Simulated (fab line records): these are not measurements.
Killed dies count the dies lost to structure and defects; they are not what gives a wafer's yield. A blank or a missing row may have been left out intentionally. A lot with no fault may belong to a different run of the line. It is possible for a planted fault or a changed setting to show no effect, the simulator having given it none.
A lot that was struck, set against a sound lot :: flow nandHarc :: 13 out of 1302 route steps
Sound: these wafers, L876.1, L876.3, L876.6. The struck wafers were L884.1, L884.4, L884.5. At the end, the cause is stated.
Order at every step that has rows: each side's tool, ch and its chambers, its first start. Under that, the readings that differ: sound wafers :: struck wafers :: difference of the means :: sigmas: that difference in standard deviations of wafers without a fault.
alike: words and numbers the same on both sides, and readings whose means are apart by under 2 such deviations; not compared: readings that were withheld, readings missing a value for some wafer, numbers with overlapping values and no deviation given by the record, and bounds like >300 which may hide the same value.
A row with sigmas, a row that says differs or no value, or rows on one side alone: a step with any of these is where the two part. Numbers that have no deviation but don't overlap get no sigmas and don't part them. A reading missing from all wafers of one side parts the sides only when that side holds two or more wafers.

first, 4 steps without rows for these wafers: NHARC_A_DECK1_JOINT_CURE_26 (time 32 s); NHARC_A_DECK1_JOINT_ANNEAL_27 (time 3600 s); NHARC_A_DECK1_JOINT_ANNEAL_28 (time 1800 s); NHARC_A_DECK1_JOINT_ANNEAL_29 (time 1800 s).
NHARC_A_DECK1_JOINT_CMP_02: polishes SiOx.
  sound on cmp-04 ch 0,1,3, day 13 09:19; struck on cmp-03 ch 0,3, day 17 00:57
  alike: motorCurrentA
then, 1 step without rows for these wafers: NHARC_A_DECK1_JOINT_SRD_15.
NHARC_A_DECK1_JOINT_DEP_16: deposits SiO2, target thk 45 nm.
  sound on pecvd-03 ch 1,2, day 13 09:43; struck on pecvd-03 ch 0,1, day 17 01:20
  alike: chamberPressureTorr, flowSccm, heaterPowerW, showerheadVppV, susceptorTempC, throttleValvePct
NHARC_A_DECK1_JOINT_THK_MEAS_17: measures by ellipsometry.
  sound: filmMetro-01 at day 13 09:59; struck: filmMetro-01 at day 17 01:35
  alike: thkNm
NHARC_A_DECK1_JOINT_INSPECT_05:
  sound: defectInspect-01 at day 13 10:02; struck: defectInspect-02 at day 17 01:38
  alike: rawDefectCount
then, no rows for these wafers at 1 step: NHARC_A_ONON_D2_DEP_00 (target thk 1000 nm).
NHARC_A_ONON_D2_THK_MEAS_02: measures by ellipsometry.
  sound: filmMetro-01 at day 13 10:37; struck: filmMetro-01 at day 17 02:13
  alike: thkNm
NHARC_A_ONON_D2_DEP_03: target thk 1000 nm.
  struck on pecvdOnon-03, day 17 02:17; sound on pecvdOnon-01 ch 0, day 13 10:40
  no value came back on the struck wafers for n2FlowSccm (sccm), n2oFlowSccm (sccm), susceptorTempC (C); on the sound wafers n2FlowSccm (sccm) reads 2742 2756 2755
-- jump in the record: it breaks off in module A_ONON_D2 and resumes in module END (first step shown: number 1302 of the route), and 12 days separate the struck wafers' starts before and after --
NHARC_END_SORT_01:
  here the record holds rows for the struck wafers (prober-01 ch 0, day 29 11:13) but none for the sound ones

WHERE THEY PART
Earliest at NHARC_A_ONON_D2_DEP_03; latest, in this record, at NHARC_END_SORT_01.

WHY: whatever the simulator had introduced
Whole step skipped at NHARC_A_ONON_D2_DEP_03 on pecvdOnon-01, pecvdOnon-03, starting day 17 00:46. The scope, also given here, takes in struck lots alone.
